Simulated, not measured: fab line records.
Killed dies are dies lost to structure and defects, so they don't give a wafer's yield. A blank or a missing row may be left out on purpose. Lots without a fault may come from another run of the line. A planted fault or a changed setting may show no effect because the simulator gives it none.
Chamber matching ; flow n5Finfet ; N5_BEOL_M2_ETCH_64 on rieDiel-04: 4 sister chambers
The step etches SOC in N2/H2, target depth 75 nm, overetch 22.5 nm, time 121.9 s. 4 wafers are shown with their chamber, then 10 later ones without.

== WAFERS PAIRED WITH THEIR CHAMBERS ==
wafer;chamber;showerheadPlenumPTorr (Torr)
L082.2;3;2.42
L082.6;0;2.51
L091.1;2;2.71
L091.5;1;2.51

== WAFERS WITHOUT THEIR CHAMBER ==
wafer;showerheadPlenumPTorr (Torr)
L091.6;2.51
L093.1;2.51
L093.2;2.71
L093.4;2.41
L096.2;2.70
L096.4;2.40
L096.6;2.70
L097.3;2.51
L097.4;2.70
L097.5;2.51

== EACH ONE'S CHAMBER ==
wafer;from the rows above;in truth
L091.6;can't be placed: 0 or 1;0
L093.1;can't be placed: 0 or 1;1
L093.2;2;2
L093.4;3;3
L096.2;2;2
L096.4;3;3
L096.6;2;2
L097.3;can't be placed: 0 or 1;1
L097.4;2;2
L097.5;can't be placed: 0 or 1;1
Correct placement for 6 of the 10. Can't be placed from these rows: 4 (the true chamber is among the candidates in 4). 0 placed wrongly.
How it was worked out, from the rows above alone: a wafer's distance from a chamber is the root of the sum, over the readings, of the square of ((its reading less the chamber's mean) divided by the reading's scatter). If the next closest chamber is less than 2 further off than the closest, the wafer can't be placed; otherwise it belongs to the closest. For every chamber, the mean is computed from those of its wafers that are shown. The scatter (one wafer shown for each chamber): square how far every hidden wafer sits from the nearest shown wafer, average those squares and take the square root.
